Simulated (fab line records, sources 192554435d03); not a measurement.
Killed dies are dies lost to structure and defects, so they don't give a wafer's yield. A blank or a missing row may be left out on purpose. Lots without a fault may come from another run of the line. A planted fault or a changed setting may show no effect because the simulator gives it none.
fab line records | flow n5_finfet
record lots=6 wafers=18 last_day=18
route steps=1938 shown BEOL_M1@788 BEOL_M4@1111 PASSIVATION@1936
lots that met no fault: from a run of the same line without faults
start_h: hours from the record's first day to the start of the lot's first wafer shown | wait_h: hours since the lot's step before | " the same as in the row above | L1.1+2: a row that stands for several wafers | - no value, or no start given | * or withheld: withheld | < > ~ a bound
route shown NAME@n: a module of which the file shows steps, and the number in the route of the first | usual: mean/standard deviation of fault-free wafers | same: alike in all rows | chamber/n: place in a boat | sites: the reading at each site | _std_site: their standard deviation | _edge_site: outer sites' mean less inner sites' | radius_mm: how far each site lies from the wafer's centre | mask NAME#n: copy n | behind: the tool/chamber that last shaped the wafer | hold: why the lot was held/for how many hours/how that ended | device: the transistor (n, p or np) that didn't switch | end of line: the same wafers' tests at the end of the route | a step without rows: its recipe alone | killed: dies lost to structure and defects at the first sort, not the wafer's yield | map: a wafer's dies, x killed, . not, _ none there
set.NAME: the setting as run; set.NAME@STEP: as run at that earlier step | model.NAME: the simulator's own value behind a step, which no gauge read
lots at some steps of the route; a table a step, a row a wafer
services: from which hour (start_h, from the record's first day; less than 0 if before it) a tool's chamber was out of use, for how many hours, and why
## steps
# step N5_BEOL_M1_INSPECT_30
# recipe mode=adi inspect_instrument=brightfield
# usual raw_defect_count=388/90
# columns lot.wafer tool chamber start_h wait_h raw_defect_count
L563.2 defect_inspect-01 - 131.53 0.0 335
L563.4 " - " " 349
L563.6 " - " " 284
L566.1 defect_inspect-01 - 138.03 0.1 255
L566.3 " - " " 287
L566.5 " - " " 331
L572.3 defect_inspect-01 - 178.48 0.0 377
L572.4 " - " " 311
L572.6 " - " " 289
L573.1 defect_inspect-01 - 180.52 0.1 464
L573.3 " - " " 413
L573.6 " - " " 465
L580.3 defect_inspect-01 - 224.23 0.0 239
L580.5 " - " " 301
L580.6 " - " " 284
L583.1 defect_inspect-02 - 249.60 0.1 346
L583.2 " - " " 274
L583.6 " - " " 319
# step N5_BEOL_M1_DESCUM_33
# recipe chemistry=O2 time_s=7 source_power_w=50 bias_power_w=20 pressure_mtorr=20 rf_frequency_hz=2.712e+07 temp_c=40 resist=CAR-EUV o2_flow_sccm=225
# usual bias_power_w=20.01/0.058 drypump_motor_current_A=5.8/0.58 oes_product_au=0.80/0.075 rf_vpp_V=242.8/1.2 showerhead_plenum_p_Torr=2.07/0.06 throttle_valve_pct=20.44/0.18
# same time_s=7
# columns lot.wafer tool chamber start_h wait_h bias_power_w drypump_motor_current_A oes_product_au rf_hours_counter_h rf_vpp_V showerhead_plenum_p_Torr throttle_valve_pct
L563.2 rie_diel-04 1 131.56 0.0 19.97 5.1 0.90 24 244.9 2.14 20.48
L563.4 " 3 " " 19.98 5.6 0.79 109 242.2 2.03 20.56
L563.6 " 2 " " 19.96 5.2 0.71 - 241.6 2.00 20.46
L566.1 rie_diel-04 1 138.06 0.0 20.00 5.1 0.90 26 242.8 2.14 20.47
L566.3 " 2 " " 20.00 5.2 0.71 183 240.3 2.00 20.47
L566.5 " 3 " " 19.98 5.6 0.80 - 240.9 2.03 20.54
L572.3 rie_diel-02 0 178.72 0.2 19.93 5.4 0.88 52 244.0 2.12 20.23
L572.4 " 3 " " 19.95 6.8 0.80 91 241.0 2.03 20.81
L572.6 " 2 " " 19.94 6.5 0.81 - 242.3 2.04 20.34
L573.1 rie_diel-02 3 180.55 0.0 20.06 6.8 0.81 91 242.2 2.03 20.79
L573.3 " 0 " " 20.11 5.4 0.87 52 243.1 2.12 20.23
L573.6 " 2 " " 20.02 6.5 0.81 - 242.5 2.04 20.35
L580.3 rie_diel-04 1 224.33 0.1 20.01 5.1 0.85 52 244.2 2.13 20.52
L580.5 " 3 " " 20.06 5.6 0.78 - 242.0 2.02 20.60
L580.6 " 2 " " 19.91 5.2 0.69 - 241.7 1.99 20.49
L583.1 rie_diel-02 0 249.64 0.0 19.99 5.4 0.84 73 243.8 2.11 20.24
L583.2 " 1 " " 20.01 6.4 0.72 180 244.4 2.16 20.09
L583.6 " 0 " " 19.97 5.4 0.83 - 242.7 2.11 20.25
# step N5_BEOL_M1_ETCH_77
# recipe chemistry=N2/H2 target=underlayer target_depth_a=65 mask_material=CAR-EUV time_s=5.2 ion_energy_ev=200 pressure_mtorr=30 source_w=840 bias_w=150 n2_flow_sccm=200 h2_flow_sccm=200 ends=cleared
# step N5_BEOL_M1_ETCH_69
# recipe chemistry=CF4 target=SiARC target_depth_a=156 mask_material=CAR-EUV time_s=26 ion_energy_ev=80 pressure_mtorr=40 source_w=545 bias_w=36 Ar_flow_sccm=100 cf4_flow_sccm=100 ends=cleared
# usual drypump_motor_current_A=5.8/0.58 etch_rf_on_time_s=26.0/0.8 oes_product_au=0.69/0.067 rf_fwd_power_W=533.2/2.6 rf_vpp_V=183.8/1.1 showerhead_plenum_p_Torr=2.12/0.057 throttle_valve_pct=15.62/0.19
# columns lot.wafer tool chamber start_h wait_h drypump_motor_current_A etch_rf_on_time_s oes_product_au rf_fwd_power_W rf_hours_counter_h rf_vpp_V showerhead_plenum_p_Torr throttle_valve_pct
L563.2 rie_diel-04 1 131.61 0.0 5.1 25.3 0.77 532.6 24 184.0 2.17 15.51
L563.4 " 3 " " 5.6 26.3 0.68 533.8 109 181.2 2.08 15.71
L563.6 " 2 " " 5.2 27.3 0.60 538.1 - 183.6 2.04 15.66
L566.1 rie_diel-04 1 138.11 0.0 5.1 25.2 0.78 535.2 26 184.5 2.17 15.54
L566.3 " 2 " " 5.2 27.1 0.60 540.3 183 183.0 2.04 15.66
L566.5 " 3 " " 5.6 26.1 0.68 534.5 - 184.1 2.08 15.72
L572.3 rie_diel-02 0 178.78 0.0 5.4 26.1 0.74 536.5 52 183.5 2.16 15.32
L572.4 " 3 " " 6.8 25.7 0.70 532.9 91 182.8 2.08 15.91
L572.6 " 2 " " 6.5 26.7 0.69 531.1 - 184.7 2.08 15.40
L573.1 rie_diel-02 3 180.60 0.0 6.8 25.5 0.70 534.6 91 183.6 2.08 15.91
L573.3 " 0 " " 5.4 26.0 0.75 537.3 52 185.9 2.16 15.33
L573.6 " 2 " " 6.5 26.6 0.68 536.1 - 182.5 2.08 15.42
L580.3 rie_diel-04 1 224.38 0.0 5.1 25.2 0.73 531.5 52 184.2 2.16 15.59
L580.5 " 3 " " 5.6 26.3 0.65 537.3 - 184.0 2.07 15.76
L580.6 " 2 " " 5.2 27.6 0.58 534.1 - 183.3 2.03 15.71
L583.1 rie_diel-02 0 249.69 0.0 5.4 25.9 0.72 535.7 73 182.7 2.15 15.36
L583.2 " 1 " " 6.4 25.3 0.63 532.9 180 186.1 2.21 15.38
L583.6 " 0 " " 5.4 25.7 0.73 534.2 - 183.3 2.15 15.36
# step N5_BEOL_M1_ALD_98
# recipe material=SiO2 target_thk_a=25 temp_c=100 ald_precursor_family=BDEAS ald_co_reactant=O2-plasma pulse_time_s=1 co_reactant_pulse_time_s=1 purge_time_s=2 co_reactant_purge_time_s=2 ald_cycles=17 pressure_torr=2
# step N5_BEOL_M1_ETCHBACK_99
# recipe chemistry=CHF3 target=SiO2 target_depth_a=50 time_s=10.4 source_w=215 bias_w=47 Ar_flow_sccm=200 CHF3_flow_sccm=12 ion_energy_ev=100 pressure_mtorr=30
# usual drypump_motor_current_A=5.8/0.61 oes_product_au=0.80/0.073 rf_vpp_V=241/4.8 showerhead_plenum_p_Torr=2.13/0.057 throttle_valve_pct=17.05/0.22
# same time_s=10.4
# columns lot.wafer tool chamber start_h wait_h drypump_motor_current_A oes_product_au rf_hours_counter_h rf_vpp_V showerhead_plenum_p_Torr throttle_valve_pct
L563.2 rie_diel-04 3 142.32 10.6 5.6 0.79 113 237 2.08 17.13
L563.4 " 1 " " 5.1 0.91 27 242 2.18 17.01
L563.6 " 1 " " 5.1 0.90 - 241 2.18 17.01
L566.1 rie_diel-02 0 150.22 12.0 5.4 0.89 44 245 2.16 16.73
L566.3 " 2 " " 6.5 0.80 68 233 2.10 16.93
L566.5 " 0 " " 5.4 0.88 - 244 2.17 16.71
L572.3 rie_diel-02 1 190.60 11.2 6.4 0.75 164 245 2.22 16.74
L572.4 " 0 " " 5.4 0.87 - 244 2.16 16.77
L572.6 " 3 " " 6.8 0.80 - 244 2.09 17.40
L573.1 rie_diel-02 1 193.00 12.0 6.4 0.75 166 245 2.22 16.74
L573.3 " 3 " " 6.8 0.82 96 244 2.09 17.42
L573.6 " 3 " " 6.8 0.81 - 244 2.09 17.41
L580.3 rie_diel-04 1 227.37 2.9 5.1 0.86 53 242 2.17 17.06
L580.5 " 2 " " 5.2 0.68 - 239 2.04 17.14
L580.6 " 1 " " 5.1 0.86 - 242 2.17 17.06
L583.1 rie_diel-06 2 257.28 7.4 5.7 0.76 159 231 2.04 17.17
L583.2 " 1 " " 6.0 0.69 216 239 2.21 17.38
L583.6 " 3 " " 4.9 0.72 - 245 2.15 17.24
# step N5_BEOL_M1_ETCH_70
# recipe chemistry=N2/H2 target=SOC target_depth_a=800 overetch_a=160 mask_material=SiARC temp_c=40 time_s=120 ion_energy_ev=200 pressure_mtorr=30 source_w=840 bias_w=150 n2_flow_sccm=200 h2_flow_sccm=200
# step N5_BEOL_M1_STRIP_71
# recipe chemistry=N2/H2 temp_c=40 n2_flow_sccm=200 h2_flow_sccm=200 rf_frequency_hz=6e+07
# step N5_BEOL_M1_STRIP_78
# recipe chemistry=N2/H2 temp_c=40 n2_flow_sccm=200 h2_flow_sccm=200 rf_frequency_hz=6e+07
# step N5_BEOL_M1_VIA_ETCH_34
# recipe chemistry=C4F6/O2 target_depth_a=678 mask_material=SOC pressure_mtorr=15 ion_energy_ev=250 taper_deg=4 time_s=64.4 source_w=350 bias_w=170 Ar_flow_sccm=300 C4F6_flow_sccm=10 O2_flow_sccm=10
# step N5_BEOL_M1_STRIP_83
# recipe chemistry=C4F6/O2 resist=SiARC rf_frequency_hz=6e+07
# step N5_BEOL_M1_STRIP_36
# recipe chemistry=N2/H2 power_w=450 temp_c=40 pressure_mtorr=20 rf_frequency_hz=6e+07 overash_fraction=0.3 bias_power_w=7 h2_frac=0.5 n2_flow_sccm=200 h2_flow_sccm=200
# usual bias_power_w=7.003/0.021 drypump_motor_current_A=5.9/0.61 oes_product_au=0.80/0.071 power_w=449.9/1.3 rf_vpp_V=59.0/1.5 showerhead_plenum_p_Torr=2.52/0.079 throttle_valve_pct=23.68/0.3
# columns lot.wafer tool chamber start_h wait_h bias_power_w drypump_motor_current_A oes_product_au power_w rf_hours_counter_h rf_vpp_V showerhead_plenum_p_Torr throttle_valve_pct
L563.2 rie_diel-04 3 142.51 0.0 7.001 5.6 0.80 450.6 113 59.7 2.44 23.69
L563.4 " 1 " " 7.000 5.1 0.90 450.6 27 60.4 2.58 23.57
L563.6 " 1 " " 6.999 5.1 0.90 450.2 - 59.9 2.58 23.57
L566.1 rie_diel-02 0 150.41 0.0 6.980 5.4 0.88 448.6 44 59.1 2.59 23.57
L566.3 " 2 " " 7.050 6.5 0.82 447.8 68 57.0 2.47 23.58
L566.5 " 0 " " 6.963 5.4 0.89 448.2 - 59.6 2.59 23.55
L572.3 rie_diel-02 1 190.79 0.0 7.000 6.4 0.73 449.9 164 58.7 2.65 23.40
L572.4 " 0 " " 7.056 5.4 0.87 449.7 - 60.9 2.58 23.57
L572.6 " 3 " " 7.025 6.8 0.81 449.2 - 57.1 2.47 24.33
L573.1 rie_diel-02 1 193.20 0.0 7.007 6.4 0.73 449.9 166 60.2 2.65 23.40
L573.3 " 3 " " 6.967 6.8 0.80 448.2 96 59.8 2.47 24.31
L573.6 " 3 " " 6.954 6.8 0.79 448.3 - 57.6 2.47 24.30
L580.3 rie_diel-04 1 227.57 0.0 6.966 5.1 0.85 446.7 53 58.6 2.57 23.63
L580.5 " 2 " " 7.016 5.2 0.70 449.4 - 61.5 2.40 23.22
L580.6 " 1 " " 6.990 5.1 0.85 451.2 - 57.7 2.57 23.59
L583.1 rie_diel-06 2 257.47 0.0 7.008 5.7 0.75 449.5 159 59.3 2.43 23.72
L583.2 " 1 " " 7.009 6.0 0.70 448.0 216 56.9 2.63 24.09
L583.6 " 3 " " 7.027 4.9 0.73 450.2 - 56.9 2.53 23.70
# step N5_BEOL_M1_TRENCH_ETCH_37
# recipe chemistry=C4F6/O2 target_depth_a=552.07 target=SiOC time_s=29 ion_energy_ev=250 pressure_mtorr=30 source_w=355 bias_w=185 Ar_flow_sccm=300 C4F6_flow_sccm=10 O2_flow_sccm=10
# usual C4F6_flow_sccm=10.01/0.03 drypump_motor_current_A=5.9/0.61 oes_f_703_au=0.80/0.072 oes_o_777_au=0.81/0.072 oes_product_au=0.81/0.073 rf_fwd_power_W=350.4/2.2 rf_vpp_V=667/12 showerhead_plenum_p_Torr=2.82/0.073 throttle_valve_pct=20.84/0.24
# same time_s=29
# columns lot.wafer tool chamber start_h wait_h C4F6_flow_sccm drypump_motor_current_A oes_f_703_au oes_o_777_au oes_product_au rf_fwd_power_W rf_hours_counter_h rf_vpp_V showerhead_plenum_p_Torr throttle_valve_pct model.etch.depth_nm model.BEOL_M1.feature_depth_nm
L563.2 rie_diel-04 3 142.55 - 9.98 5.6 0.79 0.79 0.80 351.7 113 658 2.75 20.94 55.68 55.6
L563.4 " 1 " " 10.02 5.1 0.91 0.91 0.90 349.5 27 669 2.88 20.82 56.66 56.6
L563.6 " 1 " " 10.03 5.1 0.92 0.92 0.91 351.0 - 668 2.88 20.82 56.89 56.8
L566.1 rie_diel-02 0 150.45 - 10.01 5.4 0.89 0.90 0.90 353.0 44 676 2.86 20.50 55.79 55.8
L566.3 " 2 " " 10.00 6.5 0.80 0.80 0.81 350.9 68 647 2.79 20.75 53.64 53.6
L566.5 " 0 " " 10.04 5.4 0.89 0.90 0.88 354.0 - 676 2.86 20.49 55.24 55.2
L572.3 rie_diel-02 1 190.83 - 10.05 6.4 0.76 0.77 0.75 347.6 164 676 2.94 20.46 56.44 56.4
L572.4 " 0 " " 10.04 5.4 0.87 0.88 0.87 352.4 - 675 2.86 20.51 55.16 55.2
L572.6 " 3 " " 9.96 6.8 0.58 0.61 0.77 267.8 - 779 2.77 21.22 50.37 50.4
L573.1 rie_diel-02 1 193.24 - 9.99 6.4 0.76 0.77 0.75 347.4 166 675 2.94 20.46 56.09 56
L573.3 " 3 " " 10.00 6.8 0.59 0.61 0.76 266.1 96 779 2.77 21.21 49.6 49.6
L573.6 " 3 " " 10.00 6.8 0.59 0.61 0.76 265.8 - 778 2.77 21.24 49.91 50
L580.3 rie_diel-04 1 227.61 - 10.02 5.1 0.87 0.88 0.86 351.3 53 667 2.87 20.85 56.29 56.2
L580.5 " 2 " " 10.01 5.2 0.68 0.68 0.69 353.4 - 662 2.70 20.86 53.45 53.4
L580.6 " 1 " " 10.05 5.1 0.87 0.87 0.85 351.2 - 667 2.87 20.87 56.46 56.4
L583.1 rie_diel-06 2 257.51 - 10.02 5.7 0.78 0.77 0.75 348.5 159 639 2.71 20.92 55.02 55
L583.2 " 1 " " 10.00 6.0 0.70 0.71 0.69 351.7 216 663 2.92 21.12 53.61 53.6
L583.6 " 3 " " 10.00 4.9 0.70 0.70 0.71 344.7 - 680 2.85 21.03 53.18 53.2
# step N5_BEOL_M1_ETCH_41
# recipe chemistry=CH3F/O2 target=SiCN target_depth_a=319 taper_deg=2 time_s=57.8 ion_energy_ev=120 mask_material=TiN pressure_mtorr=30 source_w=395 bias_w=75 Ar_flow_sccm=150 CH3F_flow_sccm=30 O2_flow_sccm=20
# step N5_BEOL_M1_STRIP_97
# recipe chemistry=N2/H2 time_s=10 power_w=450 temp_c=40 pressure_mtorr=20 rf_frequency_hz=6e+07 bias_power_w=7 n2_flow_sccm=200 h2_flow_sccm=200
# usual bias_power_w=6.998/0.022 drypump_motor_current_A=5.9/0.61 oes_product_au=0.80/0.07 rf_vpp_V=59.0/0.95 showerhead_plenum_p_Torr=2.52/0.079 throttle_valve_pct=23.68/0.3
# same time_s=10
# columns lot.wafer tool chamber start_h wait_h bias_power_w drypump_motor_current_A oes_product_au rf_hours_counter_h rf_vpp_V showerhead_plenum_p_Torr throttle_valve_pct
L563.2 rie_diel-04 3 - - 7.008 5.6 0.79 113 59.3 2.44 23.70
L563.4 " 1 " " 7.016 5.1 0.89 27 59.2 2.58 23.58
L563.6 " 1 " " 6.997 5.1 0.89 - 58.9 2.58 23.58
L566.1 rie_diel-02 0 - - 7.020 5.4 0.88 44 59.7 2.59 23.57
L566.3 " 2 " " 7.004 6.5 0.82 68 59.3 2.47 23.56
L566.5 " 0 " " 7.015 5.4 0.88 - 61.2 2.59 23.58
L572.3 rie_diel-02 1 - - 6.981 6.4 0.73 164 58.7 2.65 23.40
L572.4 " 0 " " 7.000 5.4 0.86 - 58.5 2.58 23.59
L572.6 " 3 " " 6.961 6.8 0.80 - 58.1 2.47 24.34
L573.1 rie_diel-02 1 - - 7.013 6.4 0.73 166 60.4 2.65 23.41
L573.3 " 3 " " 6.998 6.8 0.80 96 58.9 2.47 24.33
L573.6 " 3 " " 6.992 6.8 0.80 - 57.5 2.47 24.32
L580.3 rie_diel-04 1 - - 6.988 5.1 0.86 54 59.7 2.57 23.62
L580.5 " 2 " " 6.992 5.2 0.70 - 59.6 2.40 23.19
L580.6 " 1 " " 7.005 5.1 0.84 - 57.1 2.57 23.61
L583.1 rie_diel-06 2 - - 6.971 5.7 0.74 159 58.7 2.43 23.74
L583.2 " 1 " " 6.967 6.0 0.69 216 58.3 2.63 24.09
L583.6 " 3 " " 6.986 4.9 0.72 - 57.7 2.53 23.71
# step N5_BEOL_M1_OCD_MEAS_38
# usual trench_depth_nm=55.1/1.3
# columns lot.wafer tool chamber start_h wait_h trench_depth_nm
L563.2 ocd-02 - 142.71 - 55.5
L563.4 " - " " 56.3
L563.6 " - " " 57.1
L566.1 ocd-01 - 150.61 - 55.7
L566.3 " - " " 53.9
L566.5 " - " " 54.9
L572.3 ocd-02 - 190.99 - 56.6
L572.4 " - " " 55.1
L572.6 " - " " 50.3
L573.1 ocd-01 - 193.40 - 56.1
L573.3 " - " " 49.6
L573.6 " - " " 49.8
L580.3 ocd-02 - 227.78 - 56.4
L580.5 " - " " 53.1
L580.6 " - " " 55.9
L583.1 ocd-02 - 257.67 - 55.0
L583.2 " - " " 53.4
L583.6 " - " " 53.6
# step N5_BEOL_M1_HM_STRIP_39
# recipe chemistry=peroxide_tin_strip material=TiN target_depth_a=250 temp_c=50 time_s=158
# step N5_BEOL_M4_RC_MEAS_101
# usual DIBL_N=36.1/1.6 DIBL_P=35.8/2 IOFF_N=0.157/0.029 IOFF_P=0.21/0.034 ION_N=677/13 ION_P=465/8.1 SS_N=71.3/0.61 SS_P=73.2/0.65 VT_N=249/3.3 VT_P=-250/3.2
# columns lot.wafer tool chamber start_h wait_h DIBL_N[mV/V] DIBL_P[mV/V] IOFF_N[nA/um] IOFF_P[nA/um] ION_N[uA/um] ION_P[uA/um] SS_N[mV/dec] SS_P[mV/dec] VT_N[mV] VT_P[mV]
L563.2 prober-02 0 205.54 0.2 34.9 34.2 0.161 0.18 681 466 71.0 73.5 246 -250
L563.4 " 0 " " 34.1 34.2 0.137 0.18 667 461 70.6 72.7 251 -251
L563.6 " 0 " " 34.9 33.5 0.155 0.18 698 468 70.4 72.3 248 -253
L566.1 prober-01 0 217.33 0.0 36.8 36.3 0.162 0.23 670 466 70.9 73.7 249 -249
L566.3 " 0 " " 37.3 36.5 0.177 0.23 694 476 71.5 73.1 247 -248
L566.5 " 0 " " 35.5 34.7 0.147 0.21 665 469 70.6 73.8 250 -249
L572.3 prober-01 0 257.54 0.3 37.8 36.9 0.170 0.21 681 463 72.6 74.3 250 -253
L572.4 " 0 " " 39.0 37.7 0.180 0.22 670 451 72.7 74.5 250 -252
L572.6 " 0 " " 36.0 34.3 0.134 0.17 662 454 71.6 72.7 252 -254
L573.1 prober-02 0 273.60 0.0 36.0 35.6 0.161 0.21 686 468 71.5 73.0 245 -248
L573.3 " 0 " " 37.2 36.8 0.173 0.22 669 460 72.2 73.2 249 -250
L573.6 " 0 " " 36.8 36.5 0.178 0.22 695 469 72.2 72.4 246 -249
L580.3 prober-01 0 307.99 0.4 35.8 36.8 0.152 0.23 688 473 71.1 74.0 247 -249
L580.5 " 0 " " 38.5 39.3 0.196 0.27 679 466 71.6 74.1 247 -244
L580.6 " 0 " " 34.5 34.6 0.130 0.19 680 472 70.4 73.2 250 -250
L583.1 prober-02 0 315.44 0.0 36.5 36.4 0.175 0.22 683 461 71.8 73.7 249 -249
L583.2 " 0 " " 35.7 35.6 0.160 0.22 687 472 71.0 73.5 249 -249
L583.6 " 0 " " 36.7 36.6 0.182 0.23 684 464 71.5 73.3 248 -248
# step N5_PASSIVATION_PROBE_49
# usual defect_limited_yield=91.0/1.4 killed_at_M0_to_M3=33/11 killed_at_M4_up=14/5 killed_at_contacts=11/7.3 killed_at_front_end=43/12 killed_at_other=4/3.1 killed_dies=106/17 killed_open=69/13 killed_short=34/8.7 sort_bin_5_function=5.2/0.96 sort_bin_6_memory=3.3/0.66 sort_n_pass=1074/17 sort_yield_pct=91.0/1.4
# same gross_dies=1180 killed_at_back_side=0 sort_bin_4_leakage[%]=0 sort_bin_8_speed[%]=0
# columns lot.wafer tool chamber start_h wait_h defect_limited_yield[%] killed_at_M0_to_M3 killed_at_M4_up killed_at_contacts killed_at_front_end killed_at_other killed_dies killed_open killed_short sort_bin_5_function[%] sort_bin_6_memory[%] sort_n_pass sort_yield_pct[%]
L566.1 prober-02 - 326.84 0.0 89.6 29 12 8 71 3 123 92 31 6.2 3.7 1057 89.6
L566.3 prober-02 - 326.94 0.1 91.4 44 9 9 33 6 101 67 33 4.5 3.6 1079 91.4
L566.5 prober-02 - 327.04 0.2 91.1 28 15 8 48 6 105 66 39 5.3 3.1 1075 91.1
L580.3 prober-02 - 425.45 0.1 93.4 15 13 5 43 2 78 48 29 3.9 2.4 1102 93.4
L580.5 prober-02 - 425.55 0.2 87.7 22 11 13 90 9 145 86 57 6.9 4.9 1035 87.7
L580.6 prober-02 - 425.60 0.3 91.8 23 14 9 49 2 97 57 38 4.4 3.6 1083 91.8
L583.1 prober-01 - 438.18 0.0 92.5 29 11 11 33 4 88 50 32 4.2 2.5 1092 92.5
L583.2 prober-01 - 438.23 0.1 93.6 32 17 5 18 3 75 59 14 3.7 2.5 1105 93.6
L583.6 prober-01 - 438.43 0.3 89.1 45 29 14 38 3 129 88 35 6.2 4.3 1051 89.1
# killed by level:class
L566.1 STI_FIN_REVEAL:geometric_particle:open=37 BEOL_M1:geometric_particle:open=12 FIN_SAQP:geometric_particle:open=11 FIN_SAQP:geometric_particle:short=9 MOL_CONTACT_COAG:geometric_particle:open=8 BEOL_M0_SAQP:geometric_particle:open=6 BEOL_M4:geometric_particle:open=4 STI_FIN_REVEAL:geometric_particle:short=4
L566.3 BEOL_M1:geometric_particle:open=12 BEOL_M0_SAQP:geometric_particle:open=10 BEOL_M0_SAQP:geometric_particle:short=7 STI_FIN_REVEAL:geometric_particle:open=6 MOL_CONTACT_COAG:geometric_particle:open=6 DUMMY_GATE:geometric_particle:open=5 BEOL_M0:geometric_particle:open=5 BEOL_M4:geometric_particle:open=5
L566.5 STI_FIN_REVEAL:geometric_particle:open=12 FIN_SAQP:geometric_particle:open=10 FIN_SAQP:geometric_particle:short=8 BEOL_M1:geometric_particle:open=8 GATE_CUT:geometric_particle:short=6 MOL_CONTACT_COAG:geometric_particle:open=6 BEOL_M0_SAQP:geometric_particle:short=6 BEOL_M4:geometric_particle:open=5
L580.3 FIN_SAQP:geometric_particle:short=11 STI_FIN_REVEAL:geometric_particle:open=5 DUMMY_GATE:geometric_particle:open=5 GATE_CUT:geometric_particle:short=5 GATE_CUT:geometric_particle:open=5 MOL_CONTACT_COAG:geometric_particle:open=5 BEOL_M4:geometric_particle:open=5 ILD0:geometric_particle:short=4
L580.5 FIN_SAQP:geometric_particle:open=24 FIN_SAQP:geometric_particle:short=24 STI_FIN_REVEAL:geometric_particle:open=9 MOL_CONTACT_COAG:geometric_particle:open=8 BEOL_M1:geometric_particle:open=7 GATE_CUT:geometric_particle:short=7 DUMMY_GATE:geometric_particle:open=6 MOL_CONTACT_COAG:geometric_particle:short=5
L580.6 FIN_SAQP:geometric_particle:short=11 FIN_SAQP:geometric_particle:open=10 BEOL_M1:geometric_particle:open=8 GATE_CUT:geometric_particle:short=7 MOL_CONTACT_COAG:geometric_particle:open=7 GATE_CUT:geometric_particle:open=5 BEOL_M3:geometric_particle:open=5 STI_FIN_REVEAL:geometric_particle:open=4
L583.1 MOL_CONTACT_COAG:geometric_particle:open=9 FIN_SAQP:geometric_particle:short=8 BEOL_M1:geometric_particle:open=7 BEOL_M2:geometric_particle:open=7 FIN_SAQP:geometric_particle:open=6 HKMG_FIN:area_etch=5 BEOL_M4:geometric_particle:open=4 GATE_CUT:geometric_particle:short=4
L583.2 BEOL_M2:geometric_particle:open=9 BEOL_M0_SAQP:geometric_particle:open=7 BEOL_M3:geometric_particle:open=6 BEOL_M7:geometric_particle:open=5 FIN_SAQP:geometric_particle:open=4 MOL_CONTACT_COAG:geometric_particle:open=4 BEOL_M4:geometric_particle:open=4 STI_FIN_REVEAL:geometric_particle:open=3
L583.6 BEOL_M4:geometric_particle:open=14 MOL_CONTACT_COAG:geometric_particle:open=11 BEOL_M2:geometric_particle:open=10 BEOL_M1:geometric_particle:open=8 BEOL_M0_SAQP:geometric_particle:open=7 DUMMY_GATE:geometric_particle:open=6 BEOL_M5:geometric_particle:open=6 STI_FIN_REVEAL:geometric_particle:open=5
## services
# columns tool chamber start_h hours kind
rie_diel-06 0 116.68 - clean
rie_diel-06 0 116.68 - consumable_replace:focus_ring
rie_diel-02 3 119.82 11.3 repair
rie_diel-02 - 136.73 2.7 repair
rie_diel-04 - 153.50 0.6 repair
rie_diel-06 1 160.12 7.3 repair
rie_diel-02 2 188.45 8.4 repair
rie_diel-06 1 198.28 9.6 repair
rie_diel-04 - 216.50 0.6 repair
rie_diel-02 1 227.08 8.1 repair
rie_diel-04 1 232.09 5.6 repair
## key
first_sign step=N5_BEOL_M1_TRENCH_ETCH_37 reading=rf_fwd_power_W direction=down sigmas=39 usual=* struck=*
effect step=N5_BEOL_M1_TRENCH_ETCH_37 reading=rf_vpp_V direction=up sigmas=9 usual=667 struck=779
effect step=N5_BEOL_M1_OCD_MEAS_38 reading=trench_depth_nm direction=down sigmas=4.2 usual=55.1 struck=49.9
model_effect step=N5_BEOL_M1_TRENCH_ETCH_37 value=etch.depth_nm without=55.54 struck=49.96
met_at N5_BEOL_M1_TRENCH_ETCH_37
struck_wafers L572.6,L573.3,L573.6
fault kind=process_parameter_drift tool=rie_diel-02 chamber=3 onset_h=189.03 steps=N5_BEOL_M1_TRENCH_ETCH_37 channel=source_w offset=-85.2 shape=step end_h=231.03 acts_in=these_recipes_only stated=355
